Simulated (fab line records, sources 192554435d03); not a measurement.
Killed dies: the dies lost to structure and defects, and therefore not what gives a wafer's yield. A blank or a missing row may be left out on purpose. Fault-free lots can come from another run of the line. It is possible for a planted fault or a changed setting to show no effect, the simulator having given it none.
What tool caused it?    flow n5Finfet    10 lots with 30 wafers sampled at 3 steps, on a route of 1938 steps

WHAT EACH GAUGE READ, for each wafer
N5_BEOL_M5_INSPECT_30: inspects for defects (brightfield).
lot   measured      on                rawDefectCount
L641  day 7 20:14   defectInspect-02  381 365 270
L642  day 8 03:49   defectInspect-01  534 370 528
L643  day 8 13:50   defectInspect-01  301 375 279
L647  day 9 00:04   defectInspect-01  290 388 636
L651  day 10 17:11  defectInspect-01  808 817 1057
L653  day 10 23:39  defectInspect-01  937 921 984
L657  day 12 01:20  defectInspect-02  358 386 397
L659  day 12 19:48  defectInspect-02  353 352 363
L663  day 13 18:29  defectInspect-02  448 335 357
L664  day 13 21:48  defectInspect-02  338 467 303

TOOL THAT RAN EACH LOT (tool first, then ch and the chambers of the sampled wafers, then the start)
lot   N5_BEOL_M5_ETCH_62                 N5_BEOL_M5_HM_OPEN_17
L641  rieDiel-03 ch 1,3, day 7 19:02     rieMetal-02 ch 0,1, day 7 19:13
L642  rieDiel-03 ch 0,2,3, day 8 02:59   rieMetal-02 ch 0,1, day 8 03:10
L643  rieDiel-02 ch 0,3, day 8 12:49     rieMetal-02 ch 0,1, day 8 12:59
L647  rieDiel-03 ch 1,2,3, day 8 22:11   rieMetal-02 ch 1, day 8 22:21
L651  rieDiel-03 ch 0,2,3, day 10 16:02  rieMetal-02 ch 0,1, day 10 16:12
L653  rieDiel-03 ch 1,2,3, day 10 22:52  rieMetal-02 ch 0,1, day 10 23:02
L657  rieDiel-03 ch 0,2,3, day 11 23:38  rieMetal-03 ch 0,1, day 11 23:49
L659  rieDiel-06 ch 0,1,3, day 12 18:53  rieMetal-03 ch 0,1, day 12 19:04
L663  rieDiel-06 ch 0,2, day 13 17:35    rieMetal-03 ch 0,1, day 13 17:47
L664  rieDiel-06 ch 0,1,2, day 13 19:53  rieMetal-01 ch 0,1, day 13 20:03
- N5_BEOL_M5_ETCH_62: etches SOC in N2/H2, target depth 75 nm, overetch 15 nm, time 112.5 s.
- N5_BEOL_M5_HM_OPEN_17: chemistry Cl2/BCl3, target TiN, target depth 20 nm, overetch 6 nm.

THE ANSWER, worked out from the rows above alone
Rule: the usual values come from the lots themselves. The widest of any qualifying gaps counts: lots, ordered by their means at a reading, are off when they make up no more than a third of the lots, leave a main group of 4 or more, and stand apart from it by 3 or more times the standard deviation of that group's means. A main group is skipped when, at the precision printed for the reading in the tables above, its means are all equal. A lot without any number at a reading at which 4 lots or more have one is off too. Any other lot the step has rows for is counted as sound.
Off, at N5_BEOL_M5_INSPECT_30 on rawDefectCount: L651, L653. Main group: mean 382, sd 49.
If a tool, at a process step before that reading, ran all the lots that are off and no sound lot after the first of them, it fits. Those tools and the gauges at N5_BEOL_M5_INSPECT_30 are tried in the same way. 2 tools fit, rieMetal-02 at N5_BEOL_M5_HM_OPEN_17 and defectInspect-01 at N5_BEOL_M5_INSPECT_30, so this cannot tell which one it is.

WHAT THE SIMULATOR HAD INSERTED
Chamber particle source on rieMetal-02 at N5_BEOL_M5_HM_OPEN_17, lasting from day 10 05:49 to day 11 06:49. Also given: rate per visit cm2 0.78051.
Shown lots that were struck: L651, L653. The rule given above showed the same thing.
